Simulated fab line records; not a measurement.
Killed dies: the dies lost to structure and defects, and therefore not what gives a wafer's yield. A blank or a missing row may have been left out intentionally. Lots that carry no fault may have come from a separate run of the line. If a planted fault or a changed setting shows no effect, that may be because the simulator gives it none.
Split-lot study | flow n5-finfet | 39 wafers read across 7 lots, on a route 1938 steps long

== THE SPLIT ITSELF ==
At N5_WELL_APT_IMPLANT_15, the setting energy-kev was moved away from the recipe's 25 on 9 of the 39 wafers read, by -7.5% to +11.8%. The other wafers ran this setting at the recipe's value.

The reading comes from the split's own step.

== THE READING ==
implant.drp-nm (the simulator's own value, which no gauge read), in nm, at N5_WELL_APT_IMPLANT_15. There is no usual value for it anywhere in the file.

wafer  | tool, chamber at the split | energy-kev as run | against the recipe | implant.drp-nm, nm | against lot-mates on the recipe
L077.3 | implanter-02, 0            | 25                | recipe             | 8.457              | -
L077.4 | implanter-02, 0            | 25                | recipe             | 8.457              | -
L077.5 | implanter-02, 0            | 25                | recipe             | 8.457              | -
L082.1 | implanter-02, 0            | 27.27             | +9.1%              | 8.998              | +0.541
L082.3 | implanter-02, 0            | 27.27             | +9.1%              | 8.998              | +0.541
L082.6 | implanter-02, 0            | 27.27             | +9.1%              | 8.998              | +0.541
L082.2 | implanter-02, 0            | 25                | recipe             | 8.457              | -
L082.4 | implanter-02, 0            | 25                | recipe             | 8.457              | -
L082.5 | implanter-02, 0            | 25                | recipe             | 8.457              | -
L083.1 | implanter-01, 0            | 25                | recipe             | 8.457              | -
L083.2 | implanter-01, 0            | 25                | recipe             | 8.457              | -
L083.3 | implanter-01, 0            | 25                | recipe             | 8.457              | -
L083.4 | implanter-01, 0            | 25                | recipe             | 8.457              | -
L083.5 | implanter-01, 0            | 25                | recipe             | 8.457              | -
L083.6 | implanter-01, 0            | 25                | recipe             | 8.457              | -
L085.1 | implanter-01, 0            | 25                | recipe             | 8.457              | -
L085.2 | implanter-01, 0            | 25                | recipe             | 8.457              | -
L085.3 | implanter-01, 0            | 25                | recipe             | 8.457              | -
L085.4 | implanter-01, 0            | 25                | recipe             | 8.457              | -
L085.5 | implanter-01, 0            | 25                | recipe             | 8.457              | -
L085.6 | implanter-01, 0            | 25                | recipe             | 8.457              | -
L086.1 | implanter-01, 0            | 23.12             | -7.5%              | 8.003              | -0.454
L086.2 | implanter-01, 0            | 23.12             | -7.5%              | 8.003              | -0.454
L086.5 | implanter-01, 0            | 23.12             | -7.5%              | 8.003              | -0.454
L086.3 | implanter-01, 0            | 25                | recipe             | 8.457              | -
L086.4 | implanter-01, 0            | 25                | recipe             | 8.457              | -
L086.6 | implanter-01, 0            | 25                | recipe             | 8.457              | -
L094.1 | implanter-02, 0            | 25                | recipe             | 8.457              | -
L094.3 | implanter-02, 0            | 25                | recipe             | 8.457              | -
L094.5 | implanter-02, 0            | 25                | recipe             | 8.457              | -
L094.2 | implanter-02, 0            | 27.94             | +11.8%             | 9.157              | +0.700
L094.4 | implanter-02, 0            | 27.94             | +11.8%             | 9.157              | +0.700
L094.6 | implanter-02, 0            | 27.94             | +11.8%             | 9.157              | +0.700
L095.1 | implanter-01, 0            | 25                | recipe             | 8.457              | -
L095.2 | implanter-01, 0            | 25                | recipe             | 8.457              | -
L095.3 | implanter-01, 0            | 25                | recipe             | 8.457              | -
L095.4 | implanter-01, 0            | 25                | recipe             | 8.457              | -
L095.5 | implanter-01, 0            | 25                | recipe             | 8.457              | -
L095.6 | implanter-01, 0            | 25                | recipe             | 8.457              | -

THE FIT
A straight line over all 39 wafers: implant.drp-nm changes by +0.0597 nm for each +1% of energy-kev; r = +1.00; the points scatter about the line by 0.0014 nm.
The same after taking each lot's own level away (the mean of its wafers on the recipe; 39 wafers): +0.0597 nm for each +1%; r = +1.00; scatter 0.0014 nm.
The reading moves by 0.7 nm for the largest change in energy-kev, on that fit.
The lots' own levels span 8.4570 to 8.4570 nm.
Hence the lot-to-lot level has little effect on the slope; both slopes agree.
Check: +0.702 nm against its lot-mates is what the line predicts for one of the wafers moved furthest among these (+11.8%) when that wafer is left out of the fit. Against them it came out at +0.7 nm.

== THE WHOLE CHAIN: every reading that the file lists as answering this split, in the file's order ==
step                   | what it does | reading                                                         | change (the file's fit)                | r (the file's)
N5_WELL_APT_IMPLANT_15 |              | implant.rp-nm (the simulator's own value, which no gauge read)  | +0.138 nm for each +1% of the setting  | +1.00
N5_WELL_APT_IMPLANT_15 |              | implant.drp-nm (the simulator's own value, which no gauge read) | +0.0597 nm for each +1% of the setting | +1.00

== FILE'S OWN FIT ==
implant.drp-nm changes by +0.0597 nm for each +1% of energy-kev, r = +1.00.
